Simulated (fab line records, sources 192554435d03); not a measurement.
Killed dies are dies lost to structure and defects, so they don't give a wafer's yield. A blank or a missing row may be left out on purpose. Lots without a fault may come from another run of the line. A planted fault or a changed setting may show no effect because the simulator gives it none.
fab line records | flow n5_finfet
record lots=10 wafers=30 last_day=17
route steps=1938 shown BEOL_M14@1746 PASSIVATION@1936
lots that met no fault: from a run of the same line without faults
start_h: hours from the record's first day to the start of the lot's first wafer shown | wait_h: hours since the lot's step before | " the same as in the row above | L1.1+2: a row that stands for several wafers | - no value, or no start given | * or withheld: withheld | < > ~ a bound
route shown NAME@n: a module of which the file shows steps, and the number in the route of the first | usual: mean/standard deviation of fault-free wafers | same: alike in all rows | chamber/n: place in a boat | sites: the reading at each site | _std_site: their standard deviation | _edge_site: outer sites' mean less inner sites' | radius_mm: how far each site lies from the wafer's centre | mask NAME#n: copy n | behind: the tool/chamber that last shaped the wafer | hold: why the lot was held/for how many hours/how that ended | device: the transistor (n, p or np) that didn't switch | end of line: the same wafers' tests at the end of the route | a step without rows: its recipe alone | killed: dies lost to structure and defects at the first sort, not the wafer's yield | map: a wafer's dies, x killed, . not, _ none there
set.NAME: the setting as run; set.NAME@STEP: as run at that earlier step | model.NAME: the simulator's own value behind a step, which no gauge read
steps of the route over a sample of lots; a table a step, a row a wafer
services: from which hour (start_h, from the record's first day; less than 0 if before it) a tool's chamber was out of use, for how many hours, and why
## steps
# step N5_BEOL_M14_CD_MEAS_28
# recipe target_cd_nm=284.4 landing_energy_ev=500 detector=se_inlens
# usual cd_nm=284.5/2
# same landing_energy_ev=500
# columns lot.wafer tool chamber start_h wait_h cd_nm
L175.1 cd_sem-01 0 256.49 - 289.1
L175.3 " 0 " " 285.3
L175.5 " 0 " " 285.5
L177.3 cd_sem-02 0 278.50 - 281.4
L177.5 " 0 " " 286.4
L177.6 " 0 " " 285.8
L180.1 cd_sem-02 0 287.45 - 287.3
L180.3 " 0 " " 284.7
L180.5 " 0 " " 284.4
L182.2 cd_sem-01 0 311.18 - 282.4
L182.3 " 0 " " 281.6
L182.5 " 0 " " 285.1
L184.1 cd_sem-03 0 322.77 - 284.1
L184.2 " 0 " " 284.1
L184.4 " 0 " " 287.7
L190.1 cd_sem-01 0 345.40 - 283.7
L190.2 " 0 " " 284.0
L190.6 " 0 " " 287.7
L192.1 cd_sem-03 0 366.11 - 281.2
L192.2 " 0 " " 283.8
L192.6 " 0 " " 283.2
L193.1 cd_sem-03 0 371.67 - 285.9
L193.4 " 0 " " 284.5
L193.5 " 0 " " 281.8
L196.2 cd_sem-01 0 386.26 - 286.0
L196.3 " 0 " " 284.1
L196.5 " 0 " " 280.5
L195.1 cd_sem-03 0 386.83 - 287.5
L195.2 " 0 " " 282.8
L195.4 " 0 " " 282.9
# step N5_BEOL_M14_INSPECT_30
# recipe mode=adi inspect_instrument=macro
# usual raw_defect_count=2.0/1.4
# columns lot.wafer tool chamber start_h wait_h raw_defect_count
L175.1 defect_inspect-01 - 256.54 0.0 0
L175.3 " - " " 1
L175.5 " - " " 5
L177.3 defect_inspect-02 - 278.56 0.0 1
L177.5 " - " " 0
L177.6 " - " " 3
L180.1 defect_inspect-01 - 287.52 0.0 1
L180.3 " - " " 2
L180.5 " - " " 0
L182.2 defect_inspect-01 - 311.24 0.0 3
L182.3 " - " " 3
L182.5 " - " " 2
L184.1 defect_inspect-02 - 322.82 0.0 4
L184.2 " - " " 1
L184.4 " - " " 3
L190.1 defect_inspect-01 - 345.46 0.0 1
L190.2 " - " " 3
L190.6 " - " " 0
L192.1 defect_inspect-01 - 366.17 0.0 2
L192.2 " - " " 0
L192.6 " - " " 0
L193.1 defect_inspect-02 - 371.72 0.0 2
L193.4 " - " " 1
L193.5 " - " " 3
L196.2 defect_inspect-01 - 386.31 0.0 3
L196.3 " - " " 2
L196.5 " - " " 4
L195.1 defect_inspect-01 - 386.88 0.0 2
L195.2 " - " " 1
L195.4 " - " " 2
# step N5_BEOL_M14_ETCH_67
# recipe chemistry=CF4 target=SiARC target_depth_a=1430 time_s=238.3 ion_energy_ev=80 pressure_mtorr=40 source_w=545 bias_w=36 Ar_flow_sccm=100 cf4_flow_sccm=100 ends=cleared
# usual bias_w=36.01/0.11 drypump_motor_current_A=5.9/0.41 etch_rf_on_time_s=236/5.7 oes_product_au=0.69/0.086 rf_vpp_V=183.6/1.2 showerhead_plenum_p_Torr=2.10/0.07 throttle_valve_pct=15.55/0.21
# columns lot.wafer tool chamber start_h wait_h bias_w drypump_motor_current_A etch_rf_on_time_s oes_product_au rf_hours_counter_h rf_vpp_V showerhead_plenum_p_Torr throttle_valve_pct
L175.1 rie_diel-02 2 256.61 0.0 35.78 5.8 238 0.77 18 183.3 2.10 15.46
L175.3 " 0 " " 35.96 6.4 237 0.62 175 181.5 1.96 15.75
L175.5 " 0 " " 35.90 6.4 237 0.63 - 181.7 1.96 15.73
L177.3 rie_diel-05 3 278.65 0.0 36.05 6.5 235 0.58 239 184.1 2.19 15.95
L177.5 " 3 " " 35.86 6.5 235 0.59 - 185.3 2.19 15.95
L177.6 " 2 " " 35.95 5.5 243 0.72 - 183.1 2.09 15.30
L180.1 rie_diel-02 0 287.59 0.0 36.01 6.3 234 0.63 183 182.2 1.96 15.77
L180.3 " 2 " " 36.29 5.8 238 0.75 30 184.2 2.10 15.48
L180.5 " 3 " " 35.77 6.0 233 0.69 - 183.2 2.06 15.66
L182.2 rie_diel-03 0 311.35 0.0 35.95 6.3 235 0.79 25 184.0 2.10 15.42
L182.3 " 2 " " 36.07 5.4 223 0.80 33 183.4 2.10 15.28
L182.5 " 2 " " 36.09 5.5 226 0.79 - 183.4 2.10 15.27
L184.1 rie_diel-03 0 322.89 0.0 35.73 6.3 232 0.80 31 183.7 2.10 15.45
L184.2 " 2 " " 35.92 5.5 231 0.78 38 182.9 2.09 15.29
L184.4 " 2 " " 35.94 5.5 229 0.79 - 183.7 2.09 15.31
L190.1 rie_diel-02 2 345.73 0.0 36.03 5.8 240 0.71 55 183.1 2.09 15.53
L190.2 " 0 " " 36.10 6.3 237 0.61 206 181.9 1.95 15.80
L190.6 " 0 " " 36.14 6.3 238 0.60 - 181.5 1.95 15.81
L192.1 rie_diel-05 2 366.34 0.0 35.92 5.5 241 0.69 88 182.6 2.08 15.39
L192.2 " 0 " " 35.99 5.8 233 0.78 36 183.9 2.18 15.18
L192.6 " 2 " " 36.04 5.5 242 0.69 - 181.8 2.08 15.38
L193.1 rie_diel-03 3 371.91 0.0 36.07 5.9 229 0.84 5 183.8 2.11 15.09
L193.4 " 2 " " 35.91 5.4 231 0.76 - 184.0 2.09 15.32
L193.5 " 3 " " 35.93 5.9 228 0.84 - 183.6 2.11 15.10
L196.2 rie_diel-05 2 386.45 0.0 35.87 5.5 244 0.68 95 184.2 2.07 15.39
L196.3 " 0 " " 35.83 5.8 232 0.77 43 184.4 2.18 15.17
L196.5 " 0 " " 35.98 5.7 230 0.77 - 185.1 2.18 15.19
L195.1 rie_diel-03 2 386.95 0.0 36.04 5.5 229 0.76 62 183.2 2.09 15.35
L195.2 " 0 " " 36.00 6.3 233 0.76 52 183.5 2.09 15.46
L195.4 " 2 " " 36.03 5.5 230 0.75 - 182.3 2.09 15.34
# step N5_BEOL_M14_TRENCH_ETCH_34
# recipe chemistry=C4F8/O2/Ar target=SiO2 target_depth_a=5566.5 mask_material=SOC he_inner_torr=15 he_outer_torr=30 time_s=126.9 ion_energy_ev=800 pressure_mtorr=20 source_w=1905 bias_w=2040 Ar_flow_sccm=400 C4F8_flow_sccm=16 O2_flow_sccm=12
# usual bias_w=2040/6.1 drypump_motor_current_A=5.9/0.4 oes_product_au=0.81/0.1 rf_vpp_V=2223/42 showerhead_plenum_p_Torr=3.38/0.11 throttle_valve_pct=30.84/0.21
# columns lot.wafer tool chamber start_h wait_h bias_w drypump_motor_current_A oes_product_au rf_hours_counter_h rf_vpp_V showerhead_plenum_p_Torr throttle_valve_pct
L175.1 rie_diel-02 2 257.03 0.0 2046 5.8 0.90 19 2307 3.37 30.80
L175.3 " 0 " " 2047 6.4 0.74 175 2236 3.17 31.00
L175.5 " 0 " " 2052 6.4 0.73 - 2235 3.17 31.00
L177.3 rie_diel-05 3 279.07 0.0 2028 6.5 0.68 240 2245 3.53 31.19
L177.5 " 3 " " 2031 6.5 0.68 - 2247 3.53 31.20
L177.6 " 2 " " 2045 5.5 0.85 - 2271 3.36 30.64
L180.1 rie_diel-02 0 288.01 0.0 2043 6.4 0.73 184 2235 3.16 31.02
L180.3 " 2 " " 2039 5.8 0.88 30 2304 3.36 30.82
L180.5 " 3 " " 2034 6.0 0.80 - 2196 3.32 30.94
L182.2 rie_diel-03 0 311.77 0.0 2041 6.3 0.94 26 2199 3.35 30.58
L182.3 " 2 " " 2037 5.5 0.93 33 2174 3.36 30.64
L182.5 " 2 " " 2040 5.5 0.93 - 2174 3.36 30.64
L184.1 rie_diel-03 0 323.31 0.0 2043 6.3 0.93 31 2197 3.35 30.59
L184.2 " 2 " " 2041 5.5 0.92 39 2174 3.36 30.61
L184.4 " 2 " " 2034 5.5 0.92 - 2173 3.36 30.64
L190.1 rie_diel-02 2 346.15 0.0 2041 5.7 0.84 55 2303 3.35 30.86
L190.2 " 0 " " 1859 6.4 0.69 206 2089 3.15 31.00
L190.6 " 0 " " 1849 6.4 0.70 - 2091 3.15 31.01
L192.1 rie_diel-05 2 366.76 0.0 2039 5.5 0.79 88 2270 3.34 30.66
L192.2 " 0 " " 2032 5.7 0.91 36 2226 3.50 30.47
L192.6 " 2 " " 2035 5.5 0.79 - 2270 3.34 30.66
L193.1 rie_diel-03 3 372.33 0.0 2043 6.0 0.99 6 2170 3.39 30.49
L193.4 " 2 " " 2041 5.5 0.89 - 2173 3.35 30.64
L193.5 " 3 " " 2033 6.0 0.99 - 2169 3.39 30.52
L196.2 rie_diel-05 2 386.87 0.0 2045 5.5 0.79 96 2270 3.33 30.67
L196.3 " 0 " " 2044 5.7 0.91 43 2226 3.49 30.49
L196.5 " 0 " " 2045 5.7 0.90 - 2226 3.49 30.48
L195.1 rie_diel-03 2 387.37 0.0 2029 5.5 0.88 62 2172 3.35 30.64
L195.2 " 0 " " 2034 6.3 0.89 52 2198 3.34 30.59
L195.4 " 2 " " 2038 5.5 0.88 - 2173 3.35 30.65
# step N5_PASSIVATION_PROBE_49
# usual defect_limited_yield=91.3/1.3 killed_at_M0_to_M3=35/9.3 killed_at_M4_up=14/5.2 killed_at_contacts=12/5.9 killed_at_front_end=38/11 killed_at_other=4/3.7 killed_dies=103/15 killed_on_rim=14/4 killed_open=67/12 killed_short=34/8 sort_bin_5_function=5.1/0.88 sort_bin_6_memory=3.3/0.65 sort_bin_8_speed=0.00/0.03 sort_n_pass=1077/15 sort_yield_pct=91.3/1.3
# same gross_dies=1180 killed_at_back_side=0 sort_bin_4_leakage[%]=0
# columns lot.wafer tool chamber start_h wait_h defect_limited_yield[%] killed_at_M0_to_M3 killed_at_M4_up killed_at_contacts killed_at_front_end killed_at_other killed_dies killed_on_rim killed_open killed_short sort_bin_5_function[%] sort_bin_6_memory[%] sort_bin_8_speed[%] sort_n_pass sort_yield_pct[%]
L175.1 prober-01 - 285.41 0.4 91.3 27 11 13 46 6 103 8 68 34 5.8 2.6 0 1077 91.3
L175.3 prober-01 - 285.51 0.5 92.2 39 10 14 21 8 92 9 61 29 4.7 2.6 0 1088 92.2
L175.5 prober-01 - 285.61 0.6 92.7 35 14 12 22 3 86 10 59 26 3.4 3.7 0 1094 92.7
L182.2 prober-02 - 341.97 0.1 89.9 39 21 15 44 0 119 14 92 27 6.8 2.9 0 1061 89.9
L182.3 prober-02 - 342.02 0.1 89.7 47 21 7 30 16 121 17 79 40 5.5 4.6 0 1059 89.7
L182.5 prober-02 - 342.12 0.2 92.0 39 16 6 27 6 94 16 56 35 4.8 3.0 0 1086 92.0
L192.1 prober-02 - 394.32 0.0 90.2 33 14 14 47 8 116 19 81 33 5.7 3.7 0 1064 90.2
L192.2 prober-02 - 394.37 0.1 90.7 30 11 14 50 5 110 11 75 34 5.0 3.8 0 1070 90.7
L192.6 prober-02 - 394.57 0.3 89.9 42 19 12 39 7 119 21 88 28 6.4 3.4 0 1061 89.9
L196.2 prober-01 - 407.63 0.1 93.4 20 6 15 36 1 78 7 45 32 4.0 2.3 0 1102 93.4
L196.3 prober-01 - 407.68 0.1 91.7 33 17 15 29 4 98 13 63 34 4.9 3.1 0 1082 91.7
L196.5 prober-01 - 407.78 0.2 91.9 30 15 8 36 6 95 17 60 32 4.8 2.8 0 1085 91.9
# killed by level:class
L175.1 BEOL_M3:geometric_particle:open=14 STI_FIN_REVEAL:geometric_particle:open=13 MOL_CONTACT_COAG:geometric_particle:open=10 BEOL_M0_SAQP:geometric_particle:short=6 STARTING-WAFER:geometric_particle:short=6 FIN_SAQP:geometric_particle:open=4 STARTING-WAFER:geometric_particle:open=4 BEOL_M0_SAQP:geometric_particle:open=4
L175.3 BEOL_M0_SAQP:geometric_particle:open=12 MOL_CONTACT_COAG:geometric_particle:open=10 BEOL_M3:geometric_particle:open=9 BEOL_M0_SAQP:geometric_particle:short=9 DUMMY_GATE:geometric_particle:open=5 BEOL_M1:geometric_particle:open=5 MOL_CONTACT_COAG:geometric_particle:short=4 FIN_SAQP:geometric_particle:short=3
L175.5 BEOL_M0_SAQP:geometric_particle:open=12 MOL_CONTACT_COAG:geometric_particle:open=11 BEOL_M3:geometric_particle:open=7 STI_FIN_REVEAL:geometric_particle:open=5 BEOL_M0_SAQP:geometric_particle:short=5 BEOL_M3:geometric_particle:short=5 DUMMY_GATE:geometric_particle:open=4 BEOL_M4:geometric_particle:open=4
L182.2 MOL_CONTACT_COAG:geometric_particle:open=14 FIN_SAQP:geometric_particle:open=13 BEOL_M4:geometric_particle:open=11 STI_FIN_REVEAL:geometric_particle:open=9 BEOL_M3:geometric_particle:open=8 BEOL_M0_SAQP:geometric_particle:open=8 FIN_SAQP:geometric_particle:short=7 BEOL_M0_SAQP:geometric_particle:short=6
L182.3 BEOL_M0_SAQP:geometric_particle:short=11 BEOL_M0_SAQP:geometric_particle:open=11 BEOL_M2:geometric_particle:open=11 BEOL_M4:geometric_particle:open=9 STI_FIN_REVEAL:geometric_particle:open=8 FIN_SAQP:geometric_particle:open=7 MOL_CONTACT_COAG:geometric_particle:open=7 BEOL_M0:geometric_particle:open=6
L182.5 BEOL_M0_SAQP:geometric_particle:short=9 BEOL_M0_SAQP:geometric_particle:open=8 BEOL_M3:geometric_particle:open=7 MOL_CONTACT_COAG:geometric_particle:open=5 BEOL_M3:geometric_particle:short=5 BEOL_M4:geometric_particle:open=5 BEOL_M5:geometric_particle:open=5 FIN_SAQP:geometric_particle:open=4
L192.1 MOL_CONTACT_COAG:geometric_particle:open=10 FIN_SAQP:geometric_particle:open=9 STI_FIN_REVEAL:geometric_particle:open=9 DUMMY_GATE:geometric_particle:open=9 BEOL_M0:geometric_particle:open=8 BEOL_M0_SAQP:geometric_particle:open=6 BEOL_M2:geometric_particle:open=5 BEOL_M4:geometric_particle:open=5
L192.2 STI_FIN_REVEAL:geometric_particle:open=16 MOL_CONTACT_COAG:geometric_particle:open=10 BEOL_M2:geometric_particle:open=10 DUMMY_GATE:geometric_particle:open=8 FIN_SAQP:geometric_particle:short=6 BEOL_M5:geometric_particle:open=5 GATE_CUT:geometric_particle:short=4 MOL_CONTACT_COAG:geometric_particle:short=4
L192.6 BEOL_M0_SAQP:geometric_particle:open=14 DUMMY_GATE:geometric_particle:open=11 MOL_CONTACT_COAG:geometric_particle:open=10 STI_FIN_REVEAL:geometric_particle:open=8 BEOL_M5:geometric_particle:open=7 FIN_SAQP:geometric_particle:open=6 BEOL_M2:geometric_particle:open=6 BEOL_M3:geometric_particle:open=5
L196.2 MOL_CONTACT_COAG:geometric_particle:open=11 FIN_SAQP:geometric_particle:short=8 FIN_SAQP:geometric_particle:open=7 BEOL_M1:geometric_particle:short=5 ILD0:geometric_particle:open=4 MOL_CONTACT_COAG:geometric_particle:short=4 BEOL_M3:geometric_particle:open=4 BEOL_M2:geometric_particle:open=4
L196.3 MOL_CONTACT_COAG:geometric_particle:open=12 BEOL_M0_SAQP:geometric_particle:short=9 DUMMY_GATE:geometric_particle:open=8 BEOL_M4:geometric_particle:open=8 BEOL_M3:geometric_particle:open=7 FIN_SAQP:geometric_particle:open=6 BEOL_M0_SAQP:geometric_particle:open=5 BEOL_M2:geometric_particle:open=5
L196.5 BEOL_M4:geometric_particle:open=11 FIN_SAQP:geometric_particle:short=7 BEOL_M0_SAQP:geometric_particle:open=7 BEOL_M1:geometric_particle:open=7 FIN_SAQP:geometric_particle:open=6 STI_FIN_REVEAL:geometric_particle:open=6 STARTING-WAFER:geometric_particle:short=6 MOL_CONTACT_COAG:geometric_particle:open=5
## services
# columns tool chamber start_h hours kind
rie_diel-05 3 253.97 1.8 repair
rie_diel-05 0 257.65 - clean
rie_diel-05 0 257.65 - consumable_replace:focus_ring
rie_diel-05 0 257.65 22.0 scheduled_down
rie_diel-05 0 257.65 22.0 vent_cycle
rie_diel-02 1 259.41 3.0 repair
rie_diel-02 0 272.35 6.4 repair
rie_diel-03 3 272.91 8.3 repair
rie_diel-05 1 279.73 - clean
rie_diel-05 1 279.73 - consumable_replace:focus_ring
rie_diel-03 2 308.08 2.5 repair
rie_diel-03 3 308.34 5.9 repair
rie_diel-03 1 314.59 8.3 repair
rie_diel-05 2 335.38 4.5 repair
rie_diel-03 3 337.16 - clean
rie_diel-03 3 337.16 - consumable_replace:focus_ring
rie_diel-03 3 337.16 15.6 scheduled_down
rie_diel-03 3 337.16 15.6 vent_cycle
rie_diel-02 1 349.06 28.8 repair
rie_diel-03 1 370.41 3.2 repair
rie_diel-03 3 376.39 2.1 repair
rie_diel-03 0 382.97 3.4 repair
rie_diel-03 1 385.29 21.7 repair
rie_diel-05 1 385.92 10.7 repair
## key
first_sign step=N5_BEOL_M14_TRENCH_ETCH_34 reading=bias_w direction=down sigmas=30 usual=* struck=*
effect step=N5_BEOL_M14_TRENCH_ETCH_34 reading=rf_vpp_V direction=down sigmas=3.1 usual=2223 struck=2090
met_at N5_BEOL_M14_TRENCH_ETCH_34
struck_lots L190
struck_wafers L190.2,L190.6
not_acting_at N5_BEOL_M14_CD_MEAS_28,N5_BEOL_M14_INSPECT_30,N5_BEOL_M14_ETCH_67
onset_between 288.01 346.15
fault kind=process_parameter_drift tool=rie_diel-02 chamber=0 onset_h=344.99 steps=N5_BEOL_M14_TRENCH_ETCH_34 channel=bias_w offset=* shape=step end_h=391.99 acts_in=* stated=*
